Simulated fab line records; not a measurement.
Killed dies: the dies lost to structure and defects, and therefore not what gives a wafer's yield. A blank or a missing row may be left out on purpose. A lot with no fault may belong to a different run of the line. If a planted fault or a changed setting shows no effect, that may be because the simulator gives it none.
8D (eight disciplines) problem report, filled in by code -- flow n5 finfet -- the parts of the form that need people (team, actions taken, sign-off) are left out

== 1. THE ISSUE ==
Mean of barrier field endpoint s at N5_BEOL_M4_CMP_52: 34.6 s across 3 wafers in 2 lots; on wafers with no fault it is 25.0 s (standard deviation 0.68). That is +14 standard deviations from the usual mean.
The step: polishes, stops on SiOC, t overpolish 6.8 s, target thk 40 nm.
First observed at day 9 20:55: wafer L355.2, on cmp-03. The record has a number at this step for 28 wafers belonging to 10 lots. By rule, "out" or "out of limits" means more than 4 standard deviations away from the usual mean. The other wafers with a number count as sound.

== 2. WHAT IT IS, WHAT IT ISN'T ==
question,is,is not
which readings at this step,barrier field endpoint s,motor current A
which lots,"L355, L357","L350, L353, L359, L362, L365, L366, L371, L372"
which wafers of those lots,"L355.2, L355.6, L357.2","L355.5, L357.4, L357.5"
read on which tools,"cmp-02, cmp-03",cmp-04
when,from day 9 20:55,"up to then (6 sound wafers); but 19 sound wafers of L357, L359, L362, L365, L366, L371, L372 came after"

== 3. THE SUSPECTS, EACH WITH WHAT RULES IT OUT ==
Counting: a tool at a process step up to the reading stays a suspect if it ran every lot that is out. Sound lots after the first of them don't rule it out here, since some wafers of a struck lot are sound.
- pecvd-02 at N5_BEOL_M4_PECVD_72 (deposits SiO2 from TEOS/O2, target thk 16 nm, time 18 s): kept. It processed each lot that is out (first: L355, day 8 22:40); up to then, its last sound lot is L353 (day 8 11:41).
- rtp anneal-01 at N5_BEOL_M4_ANNEAL_51 (time 90 s): kept. It ran every lot that is out, first L355 (day 9 20:35).
After counting, pecvd-02 at N5_BEOL_M4_PECVD_72 and rtp anneal-01 at N5_BEOL_M4_ANNEAL_51 remain.

== 4. THE CAUSE (what the simulator had put in) ==
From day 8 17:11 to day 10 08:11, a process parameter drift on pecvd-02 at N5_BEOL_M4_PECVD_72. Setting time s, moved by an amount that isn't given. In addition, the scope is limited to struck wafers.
2 suspects survive the count, and this tool is in that group.

== 5. THE EFFECT CHAIN, in route order ==
Each row: a reading whose mean over the struck wafers that have a number lies more than 3 standard deviations from the usual. Scope: only readings with a usual standard deviation given in the record; hours: median across lots of the time from each lot's start at the first step in this table that gives one to its start at this step; sigmas: change in usual standard deviations.
hours,step,reading,usual,on struck wafers,change,sigmas
0,N5_BEOL_M4_CMP_52,barrier field endpoint s,25.0 s,34.6,+9.6,+14
Its process steps:
- N5_BEOL_M4_CMP_52: polishes, stops on SiOC, t overpolish 6.8 s, target thk 40 nm.
Later measuring or inspecting steps at which every struck wafer that the step has a row for has a number for every such reading, and none has moved that far: N5_BEOL_M4_RC_MEAS_101.

== 6. HOW IT WOULD HAVE BEEN CAUGHT EARLIER ==
In this record the first reading out of limits was taken at day 9 20:55, 28 hours after the fault began at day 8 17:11.
An alarm limit of 4 standard deviations would not have fired on the tool readings at N5_BEOL_M4_PECVD_72 for which the record gives a usual standard deviation, since none of them was out on any struck wafer.
By day 9 20:55, every lot that is out (2) had started N5_BEOL_M4_PECVD_72 on pecvd-02. None of them would have been spared by holding the tool at that moment.
